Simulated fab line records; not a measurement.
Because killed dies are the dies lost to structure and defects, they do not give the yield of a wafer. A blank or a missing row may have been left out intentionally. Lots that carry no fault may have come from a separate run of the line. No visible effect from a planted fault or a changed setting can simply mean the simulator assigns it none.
fab line records | flow n5Finfet | part 1 of 2: steps 1 to 4 of 6
record lots=21 | wafers=63 | lastDay=18
route steps=1938 shown MOL_CONTACT_COAG@546
lots with no fault: from the same line, run without faults
startH: hours from the record's first day to the start of the lot's first wafer shown | waitH: hours elapsed since this lot's preceding step | " the same as in the row above | L1.1+2: a row that stands for several wafers | - no value, or no start given | * or withheld: withheld | < > ~ a bound
route shown NAME@n: NAME is a module with steps in the file, n the number in the route of the first one | usual: mean/standard deviation taken from wafers without a fault | same: alike in all rows | chamber/n: place in a boat | sites: per-site readings | _std_site: how widely they spread, as a standard deviation | _edge_site: the outer-site mean with the inner-site mean subtracted | radiusMm: how far each site lies from the wafer's centre | mask NAME#n: copy n | behind: tool/chamber where the wafer was last shaped | hold: the reason the lot was held/the length of the hold in hours/how it ended | device: the n, p or np transistor that did not switch | end of line: the same wafers' tests at the end of the route | for a step that has no rows: nothing shown but its recipe | killed: the dies lost at the first sort to structure and to defects; this is not the yield of the wafer | map: shows each die of a wafer: x if killed, . if not, _ if none is there
set.NAME: setting as actually run; set.NAME@STEP: the setting as run at that earlier step | model.NAME: the simulator's own value behind a step, which no gauge read
a sample of lots followed through the steps of the route, with each step as a table and each wafer as a row
services: a tool's chamber out of use, with start hour (startH, from the record's first day; less than 0 if before it), hours out, and reason
## steps
# step N5_MOL_CONTACT_COAG_PRE_CLEAN_141
# recipe gas=H2/He | timeS=60 | tempC=300
# usual heaterPowerW=467/38
lot.wafer | tool          | chamber | startH | waitH | heaterPowerW
L074.3    | pvdSputter-02 | -       | 92.55  | 1.1   | 458
L074.5    | "             | -       | "      | "     | 454
L074.6    | "             | -       | "      | "     | 494
L075.2    | pvdSputter-02 | -       | 98.80  | 1.8   | 499
L075.4    | "             | -       | "      | "     | 459
L075.6    | "             | -       | "      | "     | 460
L076.1    | pvdSputter-03 | -       | 100.73 | 0.2   | 427
L076.4    | "             | -       | "      | "     | 429
L076.5    | "             | -       | "      | "     | 424
L077.1    | pvdSputter-01 | -       | 108.61 | 1.5   | 405
L077.4    | "             | -       | "      | "     | 390
L077.6    | "             | -       | "      | "     | 423
L078.1    | pvdSputter-02 | -       | 117.17 | 0.2   | 488
L078.5    | "             | -       | "      | "     | 468
L078.6    | "             | -       | "      | "     | 443
L079.1    | pvdSputter-02 | -       | 121.02 | 0.3   | 533
L079.2    | "             | -       | "      | "     | 447
L079.3    | "             | -       | "      | "     | 461
L080.1    | pvdSputter-02 | -       | 129.28 | 0.2   | 465
L080.3    | "             | -       | "      | "     | 480
L080.6    | "             | -       | "      | "     | 450
L081.1    | pvdSputter-03 | -       | 132.81 | 0.4   | 421
L081.2    | "             | -       | "      | "     | 479
L081.5    | "             | -       | "      | "     | 438
L082.3    | pvdSputter-02 | -       | 142.78 | 1.5   | 533
L082.4    | "             | -       | "      | "     | 467
L082.6    | "             | -       | "      | "     | 448
L083.2    | pvdSputter-02 | -       | 144.04 | 1.3   | 495
L083.4    | "             | -       | "      | "     | 461
L083.6    | "             | -       | "      | "     | 455
L084.2    | pvdSputter-03 | -       | 148.51 | 0.2   | 490
L084.3    | "             | -       | "      | "     | 478
L084.4    | "             | -       | "      | "     | 446
L085.1    | pvdSputter-02 | -       | 161.85 | 3.9   | 488
L085.2    | "             | -       | "      | "     | 460
L085.5    | "             | -       | "      | "     | 491
L086.2    | pvdSputter-01 | -       | 165.34 | 0.7   | 459
L086.3    | "             | -       | "      | "     | 386
L086.5    | "             | -       | "      | "     | 474
L087.1    | pvdSputter-03 | -       | 169.15 | 2.4   | 431
L087.4    | "             | -       | "      | "     | 428
L087.5    | "             | -       | "      | "     | 482
L088.2    | pvdSputter-02 | -       | 177.16 | 0.8   | 459
L088.4    | "             | -       | "      | "     | 490
L088.5    | "             | -       | "      | "     | 456
L090.3    | pvdSputter-02 | -       | 187.34 | 0.1   | 501
L090.4    | "             | -       | "      | "     | 543
L090.6    | "             | -       | "      | "     | 450
L092.1    | pvdSputter-02 | -       | 199.46 | 0.2   | 452
L092.3    | "             | -       | "      | "     | 454
L092.4    | "             | -       | "      | "     | 496
L093.1    | pvdSputter-01 | -       | 206.40 | 0.2   | 489
L093.4    | "             | -       | "      | "     | 418
L093.6    | "             | -       | "      | "     | 405
L094.2    | pvdSputter-02 | -       | 213.67 | 0.8   | 460
L094.4    | "             | -       | "      | "     | 448
L094.5    | "             | -       | "      | "     | 539
L095.3    | pvdSputter-02 | -       | 220.42 | 1.2   | 454
L095.5    | "             | -       | "      | "     | 459
L095.6    | "             | -       | "      | "     | 462
L097.1    | pvdSputter-01 | -       | 234.43 | 2.5   | 490
L097.5    | "             | -       | "      | "     | 477
L097.6    | "             | -       | "      | "     | 413
# step N5_MOL_CONTACT_COAG_PRE_CLEAN_142
# recipe gas=H2/He | timeS=60 | tempC=300
# usual heaterPowerW=455/38
lot.wafer | tool          | chamber | startH | waitH | heaterPowerW
L074.3    | pvdSputter-01 | -       | 95.48  | 1.7   | 395
L074.5    | "             | -       | "      | "     | 391
L074.6    | "             | -       | "      | "     | 462
L075.2    | pvdSputter-01 | -       | 100.56 | 0.6   | 393
L075.4    | "             | -       | "      | "     | 471
L075.6    | "             | -       | "      | "     | 384
L076.1    | pvdSputter-03 | -       | 104.65 | 2.9   | 500
L076.4    | "             | -       | "      | "     | 428
L076.5    | "             | -       | "      | "     | 426
L077.1    | pvdSputter-03 | -       | 112.04 | 2.5   | 480
L077.4    | "             | -       | "      | "     | 504
L077.6    | "             | -       | "      | "     | 506
L078.1    | pvdSputter-02 | -       | 120.33 | 1.9   | 444
L078.5    | "             | -       | "      | "     | 468
L078.6    | "             | -       | "      | "     | 505
L079.1    | pvdSputter-03 | -       | 124.69 | 2.6   | 420
L079.2    | "             | -       | "      | "     | 494
L079.3    | "             | -       | "      | "     | 432
L080.1    | pvdSputter-03 | -       | 132.13 | 1.6   | 484
L080.3    | "             | -       | "      | "     | 436
L080.6    | "             | -       | "      | "     | 429
L081.1    | pvdSputter-01 | -       | 137.26 | 3.5   | 405
L081.2    | "             | -       | "      | "     | 490
L081.5    | "             | -       | "      | "     | 478
L082.3    | pvdSputter-02 | -       | 145.14 | 1.1   | 541
L082.4    | "             | -       | "      | "     | 495
L082.6    | "             | -       | "      | "     | 450
L083.2    | pvdSputter-01 | -       | 147.51 | 2.1   | 477
L083.4    | "             | -       | "      | "     | 395
L083.6    | "             | -       | "      | "     | 461
L084.2    | pvdSputter-03 | -       | 151.65 | 1.7   | 427
L084.3    | "             | -       | "      | "     | 477
L084.4    | "             | -       | "      | "     | 486
L085.1    | pvdSputter-01 | -       | 164.82 | 1.9   | 465
L085.2    | "             | -       | "      | "     | 462
L085.5    | "             | -       | "      | "     | 471
L086.2    | pvdSputter-03 | -       | 169.31 | 2.8   | 488
L086.3    | "             | -       | "      | "     | 490
L086.5    | "             | -       | "      | "     | 485
L087.1    | pvdSputter-03 | -       | 171.59 | 1.5   | 491
L087.4    | "             | -       | "      | "     | 432
L087.5    | "             | -       | "      | "     | 479
L088.2    | pvdSputter-02 | -       | 179.40 | 1.1   | 528
L088.4    | "             | -       | "      | "     | 488
L088.5    | "             | -       | "      | "     | 541
L090.3    | pvdSputter-01 | -       | 190.87 | 2.2   | 481
L090.4    | "             | -       | "      | "     | 415
L090.6    | "             | -       | "      | "     | 398
L092.1    | pvdSputter-03 | -       | 204.21 | 3.5   | 496
L092.3    | "             | -       | "      | "     | 428
L092.4    | "             | -       | "      | "     | 487
L093.1    | pvdSputter-01 | -       | 208.71 | 1.4   | 486
L093.4    | "             | -       | "      | "     | 414
L093.6    | "             | -       | "      | "     | 482
L094.2    | pvdSputter-01 | -       | 215.67 | 0.8   | 474
L094.4    | "             | -       | "      | "     | 400
L094.5    | "             | -       | "      | "     | 473
L095.3    | pvdSputter-02 | -       | 222.62 | 1.0   | 456
L095.5    | "             | -       | "      | "     | 452
L095.6    | "             | -       | "      | "     | 462
L097.1    | pvdSputter-01 | -       | 236.61 | 1.2   | 382
L097.5    | "             | -       | "      | "     | 476
L097.6    | "             | -       | "      | "     | 393
# step N5_MOL_CONTACT_COAG_DESCUM_88
# recipe chemistry=O2 | timeS=7 | sourcePowerW=50 | biasPowerW=20 | pressureMtorr=20 | rfFrequencyHz=2.712e+07 | tempC=40 | resist=CAR-EUV | o2FlowSccm=225
# usual drypumpMotorCurrentA=5.7/0.43 | oesProductAu=0.76/0.096 | rfVppV=242.6/1.4 | showerheadPlenumPTorr=2.06/0.074 | throttleValvePct=20.4/0.31
lot.wafer | tool       | chamber | startH | waitH | drypumpMotorCurrentA | oesProductAu | rfHoursCounterH | rfVppV | showerheadPlenumPTorr | throttleValvePct
L074.3    | rieDiel-06 | 3       | 100.22 | 0.0   | 6.4                  | 0.92         | 24              | 243.3  | 2.03                  | 20.1
L074.5    | "          | 2       | "      | "     | 5.4                  | 0.72         | -               | 242.6  | 1.99                  | 20.4
L074.6    | "          | 1       | "      | "     | 6.0                  | 0.73         | -               | 243.9  | 2.09                  | 20.8
L075.2    | rieDiel-04 | 2       | 104.61 | 0.0   | 5.8                  | 0.74         | 155             | 245.1  | 2.20                  | 20.6
L075.4    | "          | 1       | "      | "     | 5.2                  | 0.72         | 162             | 242.3  | 2.01                  | 20.1
L075.6    | "          | 0       | "      | "     | 5.6                  | 0.70         | -               | 241.0  | 2.00                  | 20.4
L076.1    | rieDiel-05 | 2       | 108.78 | 0.1   | 5.1                  | 0.73         | 184             | 243.7  | 2.17                  | 20.2
L076.4    | "          | 0       | "      | "     | 5.7                  | 0.70         | 214             | 242.1  | 2.02                  | 20.8
L076.5    | "          | 3       | "      | "     | 5.6                  | 0.69         | -               | 243.8  | 2.05                  | 20.6
L077.1    | rieDiel-05 | 0       | 116.46 | 0.0   | 5.7                  | 0.69         | 218             | 242.5  | 2.01                  | 20.8
L077.4    | "          | 3       | "      | "     | 5.6                  | 0.68         | -               | 242.1  | 2.05                  | 20.6
L077.6    | "          | 0       | "      | "     | 5.7                  | 0.70         | -               | 242.6  | 2.01                  | 20.8
L078.1    | rieDiel-04 | 1       | 124.41 | 0.1   | 5.2                  | 0.72         | 168             | 241.8  | 2.01                  | 20.0
L078.5    | "          | 3       | "      | "     | 5.3                  | 0.91         | -               | 244.6  | 2.05                  | 19.9
L078.6    | "          | 2       | "      | "     | 5.8                  | 0.72         | -               | 243.4  | 2.19                  | 20.7
L079.1    | rieDiel-06 | 3       | 128.76 | 0.0   | 6.5                  | 0.89         | 36              | 242.1  | 2.02                  | 20.1
L079.2    | "          | 1       | "      | "     | 6.0                  | 0.72         | 217             | 243.0  | 2.08                  | 20.9
L079.3    | "          | 2       | "      | "     | 5.4                  | 0.71         | 179             | 241.3  | 1.99                  | 20.4
L080.1    | rieDiel-04 | 3       | 136.38 | 0.0   | 5.4                  | 0.90         | 18              | 243.0  | 2.05                  | 19.9
L080.3    | "          | 1       | "      | "     | 5.2                  | 0.71         | 173             | 241.4  | 2.01                  | 20.1
L080.6    | "          | 0       | "      | "     | 5.6                  | 0.70         | -               | 240.6  | 2.00                  | 20.4
L081.1    | rieDiel-04 | 2       | 143.02 | 0.0   | 5.8                  | 0.73         | 165             | 243.8  | 2.19                  | 20.7
L081.2    | "          | 1       | "      | "     | 5.2                  | 0.72         | 175             | 243.1  | 2.01                  | 20.1
L081.5    | "          | 1       | "      | "     | 5.2                  | 0.72         | -               | 243.0  | 2.01                  | 20.1
L082.3    | rieDiel-06 | 0       | 149.30 | 0.1   | 6.6                  | 0.70         | 233             | 243.2  | 2.06                  | 20.7
L082.4    | "          | 1       | "      | "     | 6.0                  | 0.70         | 225             | 242.3  | 2.08                  | 20.9
L082.6    | "          | 2       | "      | "     | 5.5                  | 0.71         | -               | 240.8  | 1.98                  | 20.4
L083.2    | rieDiel-05 | 1       | 152.01 | 0.4   | 6.1                  | 0.88         | 34              | 242.6  | 2.06                  | 20.2
L083.4    | "          | 0       | "      | "     | 5.7                  | 0.68         | -               | 240.5  | 2.01                  | 20.9
L083.6    | "          | 2       | "      | "     | 5.1                  | 0.71         | -               | 245.0  | 2.16                  | 20.3
L084.2    | rieDiel-06 | 2       | 156.48 | 0.2   | 5.4                  | 0.70         | 189             | 241.8  | 1.98                  | 20.4
L084.3    | "          | 0       | "      | "     | 6.6                  | 0.69         | 236             | 242.2  | 2.06                  | 20.7
L084.4    | "          | 1       | "      | "     | 6.0                  | 0.70         | 229             | 242.3  | 2.08                  | 20.9
L085.1    | rieDiel-06 | 2       | 168.74 | 0.0   | 5.5                  | 0.70         | 193             | 241.1  | 1.98                  | 20.4
L085.2    | "          | 0       | "      | "     | 6.6                  | 0.69         | 239             | 242.1  | 2.06                  | 20.7
L085.5    | "          | 0       | "      | "     | 6.6                  | 0.70         | -               | 243.2  | 2.06                  | 20.7
L086.2    | rieDiel-04 | 0       | 173.40 | 0.2   | 5.6                  | 0.69         | 238             | 241.8  | 2.00                  | 20.4
L086.3    | "          | 2       | "      | "     | 5.7                  | 0.72         | 176             | 243.1  | 2.19                  | 20.7
L086.5    | "          | 3       | "      | "     | 5.3                  | 0.88         | -               | 240.6  | 2.04                  | 19.9
L087.1    | rieDiel-04 | 0       | 175.62 | 0.0   | 5.6                  | 0.68         | 238             | 241.0  | 2.00                  | 20.4
L087.4    | "          | 2       | "      | "     | 5.8                  | 0.72         | 176             | 244.5  | 2.19                  | 20.7
L087.5    | "          | 2       | "      | "     | 5.8                  | 0.72         | -               | 243.9  | 2.19                  | 20.7
L088.2    | rieDiel-05 | 2       | 184.23 | 0.0   | 5.1                  | 0.71         | 212             | 243.6  | 2.16                  | 20.3
L088.4    | "          | 2       | "      | "     | 5.1                  | 0.71         | -               | 244.9  | 2.16                  | 20.3
L088.5    | "          | 2       | "      | "     | 5.1                  | 0.70         | -               | 245.1  | 2.16                  | 20.3
L090.3    | rieDiel-06 | 2       | 196.01 | 0.0   | 5.5                  | 0.69         | 203             | 241.1  | 1.98                  | 20.5
L090.4    | "          | 2       | "      | "     | 5.4                  | 0.68         | -               | 241.5  | 1.98                  | 20.5
L090.6    | "          | 3       | "      | "     | 6.5                  | 0.84         | -               | 242.2  | 2.01                  | 20.2
L092.1    | rieDiel-05 | 3       | 208.52 | 0.3   | 5.6                  | 0.68         | 259             | 244.6  | 2.05                  | 20.6
L092.3    | "          | 1       | "      | "     | 6.1                  | 0.85         | -               | 243.6  | 2.05                  | 20.2
L092.4    | "          | 3       | "      | "     | 5.6                  | 0.67         | -               | 242.8  | 2.05                  | 20.6
L093.1    | rieDiel-06 | 2       | 213.04 | 0.4   | 5.5                  | 0.68         | 211             | 241.0  | 1.98                  | 20.5
L093.4    | "          | 3       | "      | "     | 6.5                  | 0.84         | -               | 242.2  | 2.01                  | 20.2
L093.6    | "          | 2       | "      | "     | 5.4                  | 0.68         | -               | 243.1  | 1.98                  | 20.5
L094.2    | rieDiel-04 | 2       | 220.01 | 0.0   | 5.8                  | 0.70         | 197             | 244.2  | 2.18                  | 20.7
L094.4    | "          | 0       | "      | "     | 5.6                  | 0.99         | 0               | 244.4  | 2.26                  | 20.1
L094.5    | "          | 0       | "      | "     | 5.6                  | 1.00         | -               | 245.0  | 2.26                  | 20.1
L095.3    | rieDiel-04 | 1       | 226.55 | 0.0   | 5.2                  | 0.68         | 206             | 242.9  | 2.00                  | 20.1
L095.5    | "          | 3       | "      | "     | 5.4                  | 0.84         | -               | 243.6  | 2.03                  | 19.9
L095.6    | "          | 0       | "      | "     | 5.6                  | 0.98         | -               | 244.0  | 2.26                  | 20.1
L097.1    | rieDiel-05 | 3       | 241.10 | 0.0   | 5.6                  | 1.00         | 3               | 241.6  | 2.05                  | 20.3
L097.5    | "          | 2       | "      | "     | 5.1                  | 0.70         | -               | 243.5  | 2.15                  | 20.3
L097.6    | "          | 1       | "      | "     | 6.1                  | 0.83         | -               | 241.2  | 2.05                  | 20.3
# step N5_MOL_CONTACT_COAG_ETCH_89
# recipe chemistry=N2/H2 | target=underlayer | targetDepthA=130 | maskMaterial=CAR-EUV | timeS=10.4 | ionEnergyEv=200 | pressureMtorr=30 | sourceW=840 | biasW=150 | n2FlowSccm=200 | h2FlowSccm=200 | ends=cleared
# usual drypumpMotorCurrentA=5.7/0.43 | etchRfOnTimeS=10.3/0.3 | n2FlowSccm=200.0/0.64 | oesProductAu=0.66/0.084 | rfVppV=522.7/2.7 | showerheadPlenumPTorr=2.50/0.088 | throttleValvePct=17.8/0.31
lot.wafer | tool       | chamber | startH | waitH | drypumpMotorCurrentA | etchRfOnTimeS | n2FlowSccm | oesProductAu | rfHoursCounterH | rfVppV | showerheadPlenumPTorr | throttleValvePct
L074.3    | rieDiel-06 | 3       | 100.25 | 0.0   | 6.5                  | 9.8           | 199.7      | 0.81         | 24              | 521.6  | 2.49                  | 17.7
L074.5    | "          | 2       | "      | "     | 5.4                  | 10.5          | 200.8      | 0.62         | -               | 520.0  | 2.45                  | 18.1
L074.6    | "          | 1       | "      | "     | 6.0                  | 9.8           | 200.8      | 0.62         | -               | 523.6  | 2.52                  | 18.1
L075.2    | rieDiel-04 | 2       | 104.65 | 0.0   | 5.8                  | 10.5          | 200.4      | 0.64         | 155             | 526.0  | 2.66                  | 18.0
L075.4    | "          | 1       | "      | "     | 5.2                  | 10.7          | 198.7      | 0.62         | 162             | 520.7  | 2.44                  | 17.4
L075.6    | "          | 0       | "      | "     | 5.6                  | 10.3          | 200.8      | 0.61         | -               | 519.1  | 2.42                  | 17.9
L076.1    | rieDiel-05 | 2       | 108.82 | 0.0   | 5.1                  | 10.7          | 198.9      | 0.62         | 184             | 526.1  | 2.65                  | 17.7
L076.4    | "          | 0       | "      | "     | 5.8                  | 10.2          | 200.3      | 0.60         | 214             | 521.0  | 2.39                  | 17.9
L076.5    | "          | 3       | "      | "     | 5.7                  | 10.6          | 199.5      | 0.58         | -               | 522.3  | 2.52                  | 18.4
L077.1    | rieDiel-05 | 0       | 116.49 | 0.0   | 5.7                  | 10.2          | 200.3      | 0.60         | 218             | 520.0  | 2.39                  | 17.8
L077.4    | "          | 3       | "      | "     | 5.6                  | 10.6          | 199.1      | 0.57         | -               | 522.9  | 2.52                  | 18.4
L077.6    | "          | 0       | "      | "     | 5.8                  | 10.2          | 200.3      | 0.60         | -               | 521.4  | 2.39                  | 17.8
L078.1    | rieDiel-04 | 1       | 124.44 | 0.0   | 5.2                  | 10.7          | 200.3      | 0.62         | 168             | 521.3  | 2.44                  | 17.4
L078.5    | "          | 3       | "      | "     | 5.3                  | 10.2          | 200.5      | 0.80         | -               | 521.0  | 2.49                  | 17.3
L078.6    | "          | 2       | "      | "     | 5.8                  | 10.4          | 200.7      | 0.63         | -               | 525.6  | 2.66                  | 18.1
L079.1    | rieDiel-06 | 3       | 128.80 | 0.0   | 6.5                  | 9.8           | 200.4      | 0.78         | 36              | 522.6  | 2.49                  | 17.7
L079.2    | "          | 1       | "      | "     | 6.0                  | 9.8           | 200.8      | 0.62         | 217             | 524.5  | 2.51                  | 18.2
L079.3    | "          | 2       | "      | "     | 5.5                  | 10.4          | 201.5      | 0.62         | 179             | 520.5  | 2.45                  | 18.2
L080.1    | rieDiel-04 | 3       | 136.42 | 0.0   | 5.3                  | 10.1          | 198.7      | 0.79         | 18              | 522.8  | 2.49                  | 17.3
L080.3    | "          | 1       | "      | "     | 5.3                  | 10.7          | 198.8      | 0.62         | 173             | 520.8  | 2.44                  | 17.5
L080.6    | "          | 0       | "      | "     | 5.6                  | 10.4          | 200.6      | 0.59         | -               | 522.5  | 2.41                  | 17.9
L081.1    | rieDiel-04 | 2       | 143.05 | 0.0   | 5.8                  | 10.6          | 200.0      | 0.63         | 165             | 526.5  | 2.65                  | 18.1
L081.2    | "          | 1       | "      | "     | 5.2                  | 10.7          | 199.9      | 0.62         | 175             | 520.8  | 2.43                  | 17.5
L081.5    | "          | 1       | "      | "     | 5.2                  | 10.8          | 199.4      | 0.61         | -               | 518.5  | 2.43                  | 17.5
L082.3    | rieDiel-06 | 0       | 149.34 | 0.0   | 6.7                  | 10.5          | 200.1      | 0.60         | 233             | 524.2  | 2.48                  | 18.0
L082.4    | "          | 1       | "      | "     | 6.0                  | 9.9           | 199.1      | 0.61         | 225             | 523.5  | 2.51                  | 18.2
L082.6    | "          | 2       | "      | "     | 5.5                  | 10.5          | 200.8      | 0.62         | -               | 520.8  | 2.44                  | 18.2
L083.2    | rieDiel-05 | 1       | 152.05 | 0.0   | 6.1                  | 10.1          | 199.3      | 0.76         | 34              | 523.0  | 2.51                  | 17.7
L083.4    | "          | 0       | "      | "     | 5.8                  | 10.2          | 198.7      | 0.59         | -               | 519.7  | 2.38                  | 17.9
L083.6    | "          | 2       | "      | "     | 5.1                  | 10.6          | 199.6      | 0.61         | -               | 527.4  | 2.64                  | 17.7
L084.2    | rieDiel-06 | 2       | 156.51 | 0.0   | 5.5                  | 10.4          | 199.0      | 0.62         | 189             | 522.0  | 2.44                  | 18.2
L084.3    | "          | 0       | "      | "     | 6.6                  | 10.4          | 201.0      | 0.60         | 236             | 522.6  | 2.48                  | 18.1
L084.4    | "          | 1       | "      | "     | 6.0                  | 9.9           | 201.8      | 0.61         | 229             | 522.6  | 2.51                  | 18.2
L085.1    | rieDiel-06 | 2       | 168.78 | 0.0   | 5.5                  | 10.5          | 199.0      | 0.61         | 193             | 520.3  | 2.44                  | 18.2
L085.2    | "          | 0       | "      | "     | 6.6                  | 10.6          | 199.3      | 0.60         | 239             | 523.7  | 2.48                  | 18.1
L085.5    | "          | 0       | "      | "     | 6.6                  | 10.6          | 199.5      | 0.59         | -               | 523.5  | 2.48                  | 18.1
L086.2    | rieDiel-04 | 0       | 173.44 | 0.0   | 5.6                  | 10.4          | 200.5      | 0.59         | 238             | 520.3  | 2.41                  | 17.9
L086.3    | "          | 2       | "      | "     | 5.8                  | 10.4          | 200.5      | 0.63         | 176             | 527.3  | 2.65                  | 18.1
L086.5    | "          | 3       | "      | "     | 5.3                  | 10.1          | 200.2      | 0.78         | -               | 520.1  | 2.48                  | 17.3
L087.1    | rieDiel-04 | 0       | 175.65 | 0.0   | 5.6                  | 10.6          | 199.8      | 0.58         | 238             | 520.5  | 2.41                  | 17.9
L087.4    | "          | 2       | "      | "     | 5.8                  | 10.7          | 199.8      | 0.61         | 176             | 526.5  | 2.65                  | 18.1
L087.5    | "          | 2       | "      | "     | 5.8                  | 10.7          | 200.0      | 0.62         | -               | 527.8  | 2.65                  | 18.1
L088.2    | rieDiel-05 | 2       | 184.29 | 0.0   | 5.1                  | 10.7          | 199.5      | 0.60         | 212             | 526.8  | 2.64                  | 17.8
L088.4    | "          | 2       | "      | "     | 5.1                  | 10.7          | 200.3      | 0.60         | -               | 527.5  | 2.64                  | 17.8
L088.5    | "          | 2       | "      | "     | 5.1                  | 10.6          | 199.3      | 0.60         | -               | 528.0  | 2.64                  | 17.8
L090.3    | rieDiel-06 | 2       | 196.04 | 0.0   | 5.5                  | 10.6          | 200.6      | 0.60         | 203             | 520.9  | 2.44                  | 18.2
L090.4    | "          | 2       | "      | "     | 5.5                  | 10.6          | 200.1      | 0.61         | -               | 521.0  | 2.44                  | 18.2
L090.6    | "          | 3       | "      | "     | 6.5                  | 9.9           | 198.6      | 0.75         | -               | 522.6  | 2.48                  | 17.8
L092.1    | rieDiel-05 | 3       | 208.57 | 0.0   | 5.6                  | 10.6          | 199.7      | 0.57         | 259             | 523.2  | 2.52                  | 18.4
L092.3    | "          | 1       | "      | "     | 6.1                  | 10.2          | 200.6      | 0.73         | -               | 523.3  | 2.50                  | 17.7
L092.4    | "          | 3       | "      | "     | 5.6                  | 10.6          | 199.6      | 0.57         | -               | 521.7  | 2.52                  | 18.4
L093.1    | rieDiel-06 | 2       | 213.08 | 0.0   | 5.5                  | 10.6          | 200.8      | 0.59         | 211             | 519.3  | 2.43                  | 18.2
L093.4    | "          | 3       | "      | "     | 6.5                  | 9.8           | 200.0      | 0.75         | -               | 521.4  | 2.47                  | 17.8
L093.6    | "          | 2       | "      | "     | 5.4                  | 10.7          | 201.2      | 0.59         | -               | 521.0  | 2.43                  | 18.2
L094.2    | rieDiel-04 | 2       | 220.04 | 0.0   | 5.8                  | 10.6          | 199.7      | 0.60         | 197             | 526.6  | 2.64                  | 18.1
L094.4    | "          | 0       | "      | "     | 5.6                  | 10.5          | 200.3      | 0.84         | 0               | 528.8  | 2.72                  | 17.6
L094.5    | "          | 0       | "      | "     | 5.6                  | 10.5          | 200.4      | 0.85         | -               | 528.3  | 2.72                  | 17.6
L095.3    | rieDiel-04 | 1       | 226.58 | 0.0   | 5.2                  | 10.8          | 199.2      | 0.59         | 206             | 519.8  | 2.42                  | 17.5
L095.5    | "          | 3       | "      | "     | 5.4                  | 10.3          | 200.8      | 0.74         | -               | 522.2  | 2.47                  | 17.4
L095.6    | "          | 0       | "      | "     | 5.6                  | 10.5          | 200.9      | 0.85         | -               | 529.9  | 2.72                  | 17.6
L097.1    | rieDiel-05 | 3       | 241.13 | 0.0   | 5.6                  | 10.6          | 199.6      | 0.83         | 3               | 521.6  | 2.52                  | 18.0
L097.5    | "          | 2       | "      | "     | 5.1                  | 10.7          | 199.6      | 0.59         | -               | 526.4  | 2.63                  | 17.8
L097.6    | "          | 1       | "      | "     | 6.1                  | 10.4          | 199.8      | 0.71         | -               | 521.0  | 2.50                  | 17.7
